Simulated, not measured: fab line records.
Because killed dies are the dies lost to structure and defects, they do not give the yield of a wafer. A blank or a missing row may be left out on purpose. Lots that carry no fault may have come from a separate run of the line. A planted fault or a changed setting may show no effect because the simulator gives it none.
Which tool was responsible?	flow n5 finfet	36 wafers sampled from 12 lots at 1 step of a route of 1938

== WHAT EACH GAUGE READ, for each wafer ==
N5_STI_FIN_REVEAL_THK_MEAS_05.
lot	measured	on	thk nm (nm)
L075	day 2 14:32	film metro-01	133.5 134.6 133.4
L077	day 3 04:25	film metro-01	129.7 132.7 133.4
L079	day 3 15:52	film metro-02	131.8 130.5 132.3
L081	day 4 03:46	film metro-02	128.8 130.6 129.6
L083	day 4 15:53	film metro-02	132.4 130.3 130.1
L085	day 5 05:24	film metro-01	132.1 134.6 132.4
L087	day 5 18:25	film metro-01	132.1 134.6 132.9
L089	day 6 04:34	film metro-01	129.8 133.4 129.7
L091	day 6 16:06	film metro-02	129.6 131.5 129.9
L093	day 7 04:53	film metro-02	132.2 133.3 132.9
L095	day 7 17:22	film metro-01	131.1 132.8 133.4
L097	day 8 03:17	film metro-01	130.6 132.2 133.2

== WHICH TOOL RAN EACH LOT (tool, then ch and the chambers of the sampled wafers, then the start) ==
There is no process step in the record ahead of these readings.

== THE ANSWER, worked out from the rows above alone ==
Rule: the usual values come from the lots themselves. The widest of any qualifying gaps counts: lots, ordered by their means at a reading, are off when they make up no more than a third of the lots, leave a main group of 4 or more, and stand apart from it by 3 or more times the standard deviation of that group's means. Not used: any main group whose means are identical at the precision the tables above print for the reading. A lot without any number at a reading at which 4 lots or more have one is off too. Where the step has rows for the other lots, those lots are counted as sound.
Nothing can be told from this: no lot is off at any reading shown.

== WHAT THE SIMULATOR HAD INSERTED ==
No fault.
